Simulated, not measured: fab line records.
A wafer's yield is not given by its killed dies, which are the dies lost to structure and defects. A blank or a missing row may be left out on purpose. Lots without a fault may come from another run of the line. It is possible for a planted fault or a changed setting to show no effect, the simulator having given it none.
Matching of chambers | flow nandHarc | NHARC_A_CONTACT_ETCH_102 on rieDiel-11: 4 sister chambers
The step etches the open film in CF4/O2, target depth 70 nm, overetch 7 nm, time 38.5 s. 4 wafers are shown with their chamber, then 12 later ones without.

## EACH WAFER AND ITS CHAMBER
wafer  | chamber | oesProductAu (a.u.)
L088.5 | 2       | 0.977
L089.1 | 1       | 0.981
L089.3 | 3       | 1.016
L089.4 | 0       | 0.983

## WAFERS WITHOUT THEIR CHAMBER
wafer  | oesProductAu (a.u.)
L090.3 | 1.018
L090.5 | 0.975
L090.6 | 1.012
L092.3 | 0.992
L092.4 | 0.979
L092.6 | 0.988
L097.1 | 0.997
L097.3 | 0.986
L097.6 | 0.986
L096.1 | 1.002
L096.2 | 0.983
L096.4 | 0.992

## THE CHAMBER EACH PASSED THROUGH
wafer  | from the rows above               | in truth
L090.3 | 3                                 | 3
L090.5 | can't be placed: 2 or 1 or 0      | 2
L090.6 | 3                                 | 3
L092.3 | can't be placed: 0 or 1 or 2      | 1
L092.4 | can't be placed: 1 or 2 or 0      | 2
L092.6 | can't be placed: 0 or 1 or 2      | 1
L097.1 | can't be placed: 0 or 1 or 3 or 2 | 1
L097.3 | can't be placed: 0 or 1 or 2      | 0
L097.6 | can't be placed: 0 or 1 or 2      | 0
L096.1 | can't be placed: 3 or 0 or 1 or 2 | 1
L096.2 | can't be placed: 0 or 1 or 2      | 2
L096.4 | can't be placed: 0 or 1 or 2      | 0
Placed correctly: 2 of 12. Can't be placed from these rows: 10 (the true chamber is among the candidates in 10). Wrongly placed: 0.
How it was worked out, from the rows above alone: a wafer's distance from a chamber is the root of the sum, over the readings, of the square of ((its reading less the chamber's mean) divided by the reading's scatter). The wafer belongs to the nearest chamber; if the next one is less than 2 further off, it can't be placed. For every chamber, the mean is computed from those of its wafers that are shown. The scatter (one wafer shown for each chamber): square how far every hidden wafer sits from the nearest shown wafer, average those squares and take the square root.
